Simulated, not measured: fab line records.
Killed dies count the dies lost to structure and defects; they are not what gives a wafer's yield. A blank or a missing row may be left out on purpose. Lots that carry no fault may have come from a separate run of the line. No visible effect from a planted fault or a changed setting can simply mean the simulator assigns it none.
fab line records	flow nandHarc
record: lots: 14	wafers: 42	lastDay: 24
route steps=1159 shown A_CONTACT@876
lots that met no fault: taken from a fault-free run of the same line
startH: hours from the record's opening day to when the first of the lot's shown wafers began	waitH: hours elapsed since this lot's preceding step	" identical to the entry in the row above	L1.1+2: a row that stands for several wafers	- value missing, or start not given	* or withheld: withheld	< > ~ a bound
route shown NAME@n: a module of which the file shows steps, and the number in the route of the first	usual: the fault-free wafers' mean and standard deviation	same: alike in all rows	chamber/n: place in a boat	sites: each site's reading	_std_site: how widely they spread, as a standard deviation	_edge_site: outer sites' mean less inner sites'	radiusMm: for every site, how far away it sits from the centre of the wafer	mask NAME#n: copy n	behind: tool/chamber where the wafer was last shaped	hold: what put the lot on hold/how long, in hours/how the hold closed	device: the transistor (n, p or np) that didn't switch	end of line: the tests these same wafers got at the end of their route	where a step has no rows: the recipe by itself	killed: at the first sort, the dies lost to defects and structure; wafer yield is something else	map: shows each die of a wafer: x if killed, . if not, _ if none is there
set.NAME: the run value of the setting; set.NAME@STEP: its run value at that earlier step	model.NAME: the simulator's own value behind a step, which no gauge read
a sample of lots followed through the steps of the route, with each step as a table and each wafer as a row
services: the hour from which a tool's chamber was out of use, counted from the record's first day as startH (under 0 if before that day), plus the number of hours and why
== steps ==
step: NHARC_A_CONTACT_ETCH_96
recipe: targetDepthA: 200	overEtchFrac: 0.5	timeS: 10	ionEnergyEv: 250	c4f6FlowSccm: 25	o2FlowSccm: 20	arFlowSccm: 500	rfW: 600	biasW: 500	chemistry: C4F6/O2
usual: biasW: 500.0/1.5	c4f6FlowSccm: 25.00/0.08	drypumpMotorCurrentA: 5.8/0.4	oesProductAu: 0.965/0.024	rfVppV: 547.3/2.6	showerheadPlenumPTorr: 3.95/0.12	throttleValvePct: 26.903/0.0084
lot.wafer	tool	chamber	startH	waitH	biasW	c4f6FlowSccm	drypumpMotorCurrentA	oesProductAu	rfHoursCounterH	rfVppV	showerheadPlenumPTorr	throttleValvePct
L194.3	rieDiel-05	3	-	-	501.0	25.02	5.4	0.932	7	546.4	3.89	26.900
L194.2	"	0	"	"	500.3	25.04	5.4	0.944	7	549.1	3.99	26.900
L194.6	"	0	"	"	500.1	25.07	5.4	0.951	-	548.8	3.99	26.904
L193.3	rieDiel-13	2	406.02	0.3	501.2	25.00	6.0	0.991	44	550.7	4.09	26.901
L193.2	"	0	"	"	500.1	24.94	5.7	0.976	48	550.9	4.15	26.912
L193.6	"	2	"	"	498.8	24.87	6.0	0.995	-	550.5	4.09	26.900
L199.3	rieDiel-13	1	-	-	502.4	25.01	5.6	0.946	55	551.2	4.07	26.898
L199.2	"	3	"	"	499.9	24.95	5.6	0.924	56	551.1	4.08	26.901
L199.5	"	2	"	"	500.2	24.99	6.0	0.951	-	549.8	4.08	26.891
L201.3	rieDiel-05	3	-	-	499.4	24.88	5.4	0.981	17	545.0	3.88	26.891
L201.6	"	3	"	"	501.7	24.97	5.4	0.983	-	545.2	3.88	26.910
L201.5	"	0	"	"	497.8	24.94	5.4	1.009	-	548.3	3.99	26.898
L203.1	rieDiel-07	3	-	-	500.8	25.09	5.8	0.968	13	548.9	3.96	26.903
L203.6	"	2	"	"	499.7	25.03	5.9	0.967	-	546.8	3.90	26.910
L203.5	"	3	"	"	500.3	24.95	5.8	0.964	-	548.8	3.96	26.878
L204.2	rieDiel-05	0	-	-	501.6	25.10	5.4	0.950	20	548.2	3.98	26.908
L204.6	"	1	"	"	502.8	24.97	5.2	0.929	-	547.8	4.00	26.906
L204.5	"	2	"	"	499.1	24.94	6.4	0.951	-	543.1	3.73	26.907
L205.2	rieDiel-05	1	462.75	0.1	501.7	25.03	5.2	0.950	23	548.6	4.00	26.902
L205.1	"	2	"	"	498.3	24.91	6.5	0.970	23	541.7	3.73	26.913
L205.6	"	3	"	"	501.0	24.93	5.4	0.950	-	545.1	3.88	26.912
L207.2	rieDiel-05	3	463.33	0.2	499.6	24.88	5.4	0.971	23	546.1	3.88	26.899
L207.5	"	2	"	"	498.3	25.15	6.5	0.991	-	543.5	3.73	26.915
L207.4	"	3	"	"	501.2	24.94	5.4	0.964	-	544.7	3.88	26.912
L208.3	rieDiel-07	1	-	-	498.5	25.07	6.1	0.976	21	546.0	3.90	26.901
L208.4	"	2	"	"	500.2	25.10	5.9	1.021	21	546.9	3.90	26.897
L208.5	"	2	"	"	500.7	25.06	5.9	1.022	-	545.8	3.90	26.881
L206.1	rieDiel-05	1	-	-	498.9	25.10	5.2	0.960	27	547.8	3.99	26.902
L206.3	"	3	"	"	498.5	25.11	5.4	0.955	26	545.3	3.88	26.902
L206.4	"	0	"	"	499.5	24.99	5.4	0.979	26	548.5	3.98	26.893
L210.3	rieDiel-05	3	-	-	502.3	25.13	5.4	0.940	30	546.6	3.88	26.892
L210.2	"	0	"	"	499.3	25.01	5.4	0.949	29	547.3	3.98	26.898
L210.5	"	0	"	"	500.4	25.03	5.5	0.943	-	549.1	3.98	26.905
L211.1	rieDiel-07	3	-	-	499.9	24.97	5.8	0.988	31	547.1	3.95	26.895
L211.4	"	1	"	"	498.4	24.92	6.0	0.943	30	546.9	3.90	26.902
L211.3	"	2	"	"	499.1	24.91	5.9	0.986	29	546.5	3.89	26.910
L209.4	rieDiel-13	0	-	-	499.7	24.99	5.6	0.931	14	550.4	4.14	26.901
L209.1	"	1	"	"	501.4	25.14	5.6	0.919	14	549.5	4.06	26.915
L209.5	"	1	"	"	503.4	25.11	5.6	0.928	-	549.6	4.06	26.914
L212.3	rieDiel-07	1	-	-	497.1	25.01	6.1	0.935	31	547.4	3.89	26.912
L212.2	"	2	"	"	499.1	25.00	5.9	0.969	31	546.9	3.89	26.897
L212.6	"	2	"	"	500.8	24.97	5.9	0.975	-	544.7	3.89	26.910
step: NHARC_A_CONTACT_ETCH_77
recipe: targetDepthA: 726	timeS: 36.3	cf4FlowSccm: 100	chf3FlowSccm: 30	arFlowSccm: 0	rfW: 500	biasW: 200	chemistry: CF4/CHF3
usual: biasW: 200.0/0.56	cf4FlowSccm: 100.0/0.32	drypumpMotorCurrentA: 5.7/0.43	oesProductAu: 0.940/0.021	rfVppV: 370.8/1.8	showerheadPlenumPTorr: 1.58/0.048	throttleValvePct: 16.802/0.0088
lot.wafer	tool	chamber	startH	waitH	biasW	cf4FlowSccm	drypumpMotorCurrentA	oesProductAu	rfHoursCounterH	rfVppV	showerheadPlenumPTorr	throttleValvePct
L194.3	rieDiel-07	3	391.51	-	200.6	100.3	5.8	0.924	51	370.0	1.59	16.809
L194.2	"	1	"	"	200.0	100.1	6.0	0.928	54	371.0	1.57	16.807
L194.6	"	2	"	"	199.2	100.1	5.9	0.945	-	371.4	1.57	16.803
L193.2	rieDiel-05	1	414.61	-	200.5	100.0	5.2	0.918	15	371.5	1.61	16.799
L193.3	"	2	"	"	200.4	100.1	6.4	0.929	15	368.5	1.49	16.800
L193.6	"	0	"	"	200.5	100.3	5.4	0.938	-	371.4	1.60	16.812
L199.3	rieDiel-05	3	449.20	-	-	-	-	-	-	-	-	-
L199.2	"	0	"	"	-	-	-	-	-	-	-	-
L199.5	"	3	"	"	-	-	-	-	-	-	-	-
L201.3	rieDiel-05	0	452.58	-	-	-	-	-	-	-	-	-
L201.6	"	1	"	"	-	-	-	-	-	-	-	-
L201.5	"	2	"	"	-	-	-	-	-	-	-	-
L203.1	rieDiel-05	2	458.51	-	200.8	99.8	6.5	0.986	21	368.5	1.49	16.790
L203.5	"	1	"	"	200.0	100.1	5.2	0.971	-	370.6	1.60	16.805
L203.6	"	2	"	"	200.6	99.6	6.4	0.984	-	366.3	1.49	16.802
L204.2	rieDiel-05	2	464.30	-	200.6	100.4	6.4	0.932	24	369.1	1.49	16.814
L204.6	"	0	"	"	199.2	99.8	5.4	0.927	-	370.8	1.60	16.796
L204.5	"	1	"	"	199.6	100.9	5.2	0.908	-	372.4	1.60	16.818
L205.1	rieDiel-05	2	467.04	-	199.2	100.0	6.4	0.945	26	368.9	1.49	16.804
L205.2	"	1	"	"	201.0	100.0	5.2	0.916	26	372.2	1.60	16.818
L205.6	"	2	"	"	200.5	99.8	6.4	0.937	-	367.9	1.49	16.817
L207.2	rieDiel-05	1	469.16	-	199.4	100.4	5.2	0.924	27	370.8	1.60	16.830
L207.4	"	2	"	"	199.8	100.2	6.4	0.940	27	368.9	1.49	16.820
L207.5	"	1	"	"	200.1	100.2	5.2	0.917	-	373.3	1.60	16.789
L208.3	rieDiel-13	3	471.96	-	199.2	99.8	5.6	0.940	5	371.7	1.64	16.800
L208.4	"	1	"	"	200.1	100.0	5.6	0.911	6	374.3	1.63	16.807
L208.5	"	3	"	"	199.1	100.0	5.6	0.930	-	372.2	1.64	16.799
L206.3	rieDiel-07	1	473.53	-	200.3	99.8	6.1	0.928	23	369.6	1.56	16.809
L206.4	"	2	"	"	200.9	100.0	5.9	0.971	23	369.1	1.56	16.799
L206.1	"	0	"	"	200.4	100.1	6.3	0.954	24	369.5	1.54	16.807
L210.3	rieDiel-05	3	496.03	-	199.7	100.3	5.4	0.958	31	369.6	1.55	16.802
L210.2	"	0	"	"	199.8	99.7	5.4	0.974	30	372.2	1.60	16.792
L210.5	"	2	"	"	200.7	100.0	6.4	0.970	-	367.5	1.49	16.801
L211.1	rieDiel-13	1	501.19	-	199.3	99.8	5.6	0.915	14	372.6	1.63	16.803
L211.4	"	3	"	"	199.8	99.5	5.6	0.937	13	372.7	1.64	16.791
L211.3	"	0	"	"	200.8	100.2	5.6	0.921	13	372.6	1.66	16.799
L209.1	rieDiel-05	2	506.42	-	199.7	99.7	6.4	0.967	33	367.8	1.49	16.802
L209.4	"	3	"	"	199.3	99.8	5.4	0.950	33	370.1	1.55	16.784
L209.5	"	1	"	"	199.9	100.3	5.2	0.936	-	369.6	1.60	16.809
L212.3	rieDiel-13	2	509.86	-	200.2	100.7	6.0	0.968	17	373.0	1.63	16.799
L212.2	"	0	"	"	200.3	100.4	5.6	0.952	17	374.1	1.66	16.804
L212.6	"	2	"	"	200.0	100.6	6.0	0.959	-	372.8	1.63	16.808
step: NHARC_A_CONTACT_ETCH_125
recipe: sourceW: withheld	pressureMtorr: 20	biasV: 1200	timeS: 155	targetDepthA: 9560	arFlowSccm: withheld	c4f8FlowSccm: withheld	o2FlowSccm: withheld	chemistry: C4F8/O2/Ar
usual: chamberPressureMTorr: 20.001/0.017	oesAirLineAu: 1.001/0.02
lot.wafer	tool	chamber	startH	waitH	chamberPressureMTorr	oesAirLineAu	rfHoursCounterH
L194.2	harCapEtch-01	0	392.40	0.2	20.018	1.012	57
L194.3	"	1	"	"	20.001	0.982	-
L194.6	"	0	"	"	19.979	1.016	-
L193.2	harCapEtch-02	1	415.43	0.2	19.989	1.007	16
L193.3	"	0	"	"	20.039	0.981	-
L193.6	"	1	"	"	20.017	0.980	-
L199.2	harCapEtch-03	0	450.10	0.2	20.003	1.023	95
L199.3	"	1	"	"	20.012	0.965	-
L199.5	"	1	"	"	20.024	0.952	-
L201.3	harCapEtch-02	0	453.45	0.1	19.969	0.997	-
L201.5	"	1	"	"	19.963	0.998	-
L201.6	"	0	"	"	20.020	0.986	-
L203.1	harCapEtch-01	1	459.49	0.2	19.994	0.982	68
L203.5	"	1	"	"	20.011	0.976	-
L203.6	"	0	"	"	20.004	0.985	-
L204.2	harCapEtch-03	1	465.10	0.2	19.993	1.022	98
L204.5	"	1	"	"	19.976	0.987	-
L204.6	"	0	"	"	20.008	1.001	-
L205.2	harCapEtch-03	0	467.84	0.2	19.991	0.981	100
L205.1	"	1	"	"	20.017	1.026	100
L205.6	"	0	"	"	20.011	0.984	-
L207.2	harCapEtch-02	1	469.96	0.2	20.020	0.998	28
L207.4	"	0	"	"	20.021	0.991	-
L207.5	"	1	"	"	19.997	1.008	-
L208.3	harCapEtch-03	0	472.80	0.1	19.976	0.993	-
L208.4	"	1	"	"	20.008	1.015	-
L208.5	"	1	"	"	20.000	0.976	-
L206.1	harCapEtch-02	0	474.38	0.2	19.974	1.015	30
L206.4	"	1	"	"	19.984	1.021	-
L206.3	"	0	"	"	20.010	0.967	-
L210.2	harCapEtch-02	1	496.85	0.2	19.998	1.040	33
L210.3	"	1	"	"	20.007	1.032	-
L210.5	"	1	"	"	20.011	1.029	-
L211.1	harCapEtch-01	1	502.09	0.2	20.006	0.983	75
L211.4	"	0	"	"	20.006	1.001	-
L211.3	"	1	"	"	19.982	1.001	-
L209.1	harCapEtch-01	0	507.25	0.2	20.004	0.978	76
L209.4	"	1	"	"	19.995	0.987	-
L209.5	"	0	"	"	20.002	0.983	-
L212.2	harCapEtch-03	0	510.78	0.2	20.001	0.988	107
L212.3	"	1	"	"	19.990	0.972	-
L212.6	"	0	"	"	20.026	0.997	-
step: NHARC_A_CONTACT_ETCH_132
recipe: sourceW: withheld	pressureMtorr: 20	biasV: 1200	timeS: 156	targetDepthA: 9580	arFlowSccm: withheld	c4f8FlowSccm: withheld	o2FlowSccm: withheld	chemistry: C4F8/O2/Ar
usual: chamberPressureMTorr: 19.999/0.019	oesAirLineAu: 1.006/0.022
lot.wafer	tool	chamber	startH	waitH	chamberPressureMTorr	oesAirLineAu	rfHoursCounterH
L194.2	harCapEtch-01	0	393.67	0.1	20.025	1.002	58
L194.3	"	1	"	"	19.972	1.031	-
L194.6	"	0	"	"	20.000	1.010	-
L193.2	harCapEtch-02	1	416.43	0.1	20.001	1.010	17
L193.3	"	0	"	"	19.991	0.988	-
L193.6	"	1	"	"	19.984	1.031	-
L199.2	harCapEtch-03	0	451.42	0.2	20.015	0.991	96
L199.3	"	1	"	"	19.990	0.999	-
L199.5	"	1	"	"	19.951	0.965	-
L201.3	harCapEtch-02	0	454.45	0.1	20.008	1.000	-
L201.5	"	1	"	"	19.999	1.030	-
L201.6	"	0	"	"	19.987	0.992	-
L203.1	harCapEtch-01	1	460.47	0.1	20.017	0.974	69
L203.5	"	1	"	"	19.962	0.978	-
L203.6	"	0	"	"	19.993	1.009	-
L204.2	harCapEtch-03	1	466.09	0.1	20.012	0.987	99
L204.5	"	1	"	"	20.035	0.967	-
L204.6	"	0	"	"	20.020	0.983	-
L205.2	harCapEtch-03	0	468.83	0.1	19.976	1.000	101
L205.1	"	1	"	"	19.996	0.984	101
L205.6	"	0	"	"	20.013	0.987	-
L207.2	harCapEtch-02	1	470.96	0.1	20.008	0.983	29
L207.4	"	0	"	"	19.980	1.014	-
L207.5	"	1	"	"	20.003	0.979	-
L208.3	harCapEtch-03	0	473.80	0.1	20.022	1.010	-
L208.4	"	1	"	"	20.014	1.032	-
L208.5	"	1	"	"	20.023	1.018	-
L206.1	harCapEtch-02	0	475.37	0.1	19.975	0.997	31
L206.4	"	1	"	"	19.999	1.024	-
L206.3	"	0	"	"	20.001	1.005	-
L210.2	harCapEtch-02	1	497.83	0.1	20.003	0.972	33
L210.3	"	1	"	"	19.971	0.984	-
L210.5	"	1	"	"	19.986	1.001	-
L211.1	harCapEtch-01	1	503.36	0.1	20.000	1.032	76
L211.4	"	0	"	"	19.983	1.019	-
L211.3	"	1	"	"	20.011	1.008	-
L209.1	harCapEtch-01	0	508.24	0.1	20.034	1.004	77
L209.4	"	1	"	"	19.988	1.028	-
L209.5	"	0	"	"	20.025	0.992	-
L212.2	harCapEtch-03	0	511.77	0.1	20.014	1.010	108
L212.3	"	1	"	"	19.989	1.044	-
L212.6	"	0	"	"	19.989	1.001	-
== services ==
tool	chamber	startH	hours	kind
rieDiel-05	0	374.29	-	clean
rieDiel-05	1	374.29	-	clean
rieDiel-05	2	374.29	-	clean
rieDiel-05	3	374.29	-	clean
rieDiel-13	-	377.73	0.4	repair
rieDiel-05	1	392.31	2.7	repair
rieDiel-05	0	398.94	-	clean
rieDiel-05	1	398.94	-	clean
rieDiel-05	2	398.94	-	clean
rieDiel-05	3	398.94	-	clean
rieDiel-07	-	405.27	9.0	pm
rieDiel-05	0	423.44	-	clean
rieDiel-05	1	423.44	-	clean
rieDiel-05	2	423.44	-	clean
rieDiel-05	3	423.44	-	clean
rieDiel-05	3	429.14	11.9	repair
rieDiel-05	0	447.97	-	clean
rieDiel-05	1	447.97	-	clean
rieDiel-05	2	447.97	-	clean
rieDiel-05	3	447.97	-	clean
rieDiel-13	-	453.44	9.0	pm
rieDiel-05	0	472.64	-	clean
rieDiel-05	1	472.64	-	clean
rieDiel-07	-	489.58	0.3	repair
== key ==
firstSign: step: NHARC_A_CONTACT_ETCH_77	reading: toolRecord	direction: missing
effect none on later readings
metAt NHARC_A_CONTACT_ETCH_77
struckLots L199,L201
laterRowsLeftOut L199.2,L199.3,L199.5,L201.3,L201.5,L201.6
sortLeftOut L199.2,L199.3,L199.5,L201.3,L201.5,L201.6
testerLeftOut L199,L201
notActingAt NHARC_A_CONTACT_ETCH_96,NHARC_A_CONTACT_ETCH_125,NHARC_A_CONTACT_ETCH_132
onsetBetween 414.61 449.20
fault: kind: skippedStepWhole	tool: rieDiel-05	chamber: -	onsetH: 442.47	steps: NHARC_A_CONTACT_ETCH_77	scope: struckLotsOnly
testerLeftOut: of these lots the tester's yield and bins aren't shown, on N5 and GAA mostly nor the transistor test; their killed dies are dies lost to structure and defects alone, not to doping, threshold or leakage, so they don't give the yield
sortLeftOut: the simulated sort isn't trusted on such a fault, so these wafers' sort isn't shown, and their yield isn't known
laterRowsLeftOut: the simulator's readings of these wafers behind a module that went badly wrong aren't trusted and aren't shown, but for the sort
